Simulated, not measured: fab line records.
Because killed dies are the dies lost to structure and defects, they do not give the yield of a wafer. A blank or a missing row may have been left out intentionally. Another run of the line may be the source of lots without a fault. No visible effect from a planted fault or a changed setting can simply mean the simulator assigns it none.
Matching of chambers | flow nandHarc | NHARC_P_GATE_ETCH_32 on rieSi-04 has 4 sister chambers
The step etches the open film in HBr/Cl2, target depth 150 nm, time 100.1 s. 18 wafers are shown with their chamber, then 9 later ones without.

## EACH WAFER AND ITS CHAMBER
wafer  | chamber | drypumpMotorCurrentA (A) | oesProductAu (a.u.) | throttleValvePct (%)
L074.2 | 0       | 5.6                      | 1.009               | 26.414
L074.4 | 2       | 5.9                      | 1.021               | 26.418
L074.6 | 2       | 5.9                      | 1.009               | 26.412
L080.1 | 1       | 6.4                      | 0.993               | 26.405
L080.2 | 2       | 5.9                      | 0.992               | 26.416
L080.3 | 0       | 5.6                      | 0.992               | 26.402
L081.1 | 1       | 6.4                      | 0.982               | 26.411
L081.4 | 2       | 5.9                      | 1.003               | 26.410
L081.5 | 3       | 6.1                      | 0.994               | 26.396
L084.1 | 1       | 6.4                      | 1.003               | 26.411
L084.2 | 2       | 5.9                      | 1.004               | 26.400
L084.6 | 1       | 6.4                      | 0.991               | 26.392
L087.1 | 3       | 6.1                      | 1.008               | 26.414
L087.4 | 2       | 5.9                      | 1.015               | 26.404
L087.6 | 0       | 5.6                      | 0.997               | 26.396
L088.1 | 2       | 5.9                      | 1.002               | 26.403
L088.3 | 1       | 6.4                      | 1.007               | 26.404
L088.5 | 3       | 6.0                      | 1.005               | 26.405

SIGNATURES (means of the wafers above)
reading              | chamber 0 | chamber 1 | chamber 2 | chamber 3 | scatter within a chamber
drypumpMotorCurrentA | 5.600     | 6.400     | 5.900     | 6.067     | 0.0218
oesProductAu         | 0.99933   | 0.99520   | 1.00657   | 1.00233   | 0.00924
throttleValvePct     | 26.40400  | 26.40460  | 26.40900  | 26.40500  | 0.00781
Rule: a wafer lies at a distance from a chamber equal to the root of the sum of squares, over the readings, of (its reading less the chamber's mean, divided by the reading's scatter). The wafer belongs to the nearest chamber; if the next one is less than 2 further off, it can't be placed. How the scatter is found: for the shown wafers, subtract from each reading the mean of its chamber, square and add these, divide the total by (wafers less chambers), then take the root.

## WAFERS WHOSE CHAMBER IS MISSING
wafer  | drypumpMotorCurrentA (A) | oesProductAu (a.u.) | throttleValvePct (%)
L089.1 | 5.6                      | 0.986               | 26.401
L089.4 | 6.0                      | 0.993               | 26.400
L089.5 | 5.6                      | 0.988               | 26.398
L095.1 | 6.1                      | 0.997               | 26.393
L095.3 | 5.6                      | 1.002               | 26.402
L095.5 | 6.4                      | 1.003               | 26.406
L096.3 | 5.6                      | 1.004               | 26.405
L096.5 | 5.6                      | 0.998               | 26.405
L096.6 | 6.1                      | 1.008               | 26.403

## EACH ONE'S CHAMBER
wafer  | from the rows above     | in truth
L089.1 | 0                       | 0
L089.4 | can't be placed: 3 or 2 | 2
L089.5 | 0                       | 0
L095.1 | 3                       | 3
L095.3 | 0                       | 0
L095.5 | 1                       | 1
L096.3 | 0                       | 0
L096.5 | 0                       | 0
L096.6 | 3                       | 3
Correct placement for 8 of the 9. Not placeable from these rows: 1 (in 1, the candidates include the true chamber). 0 placed wrongly.
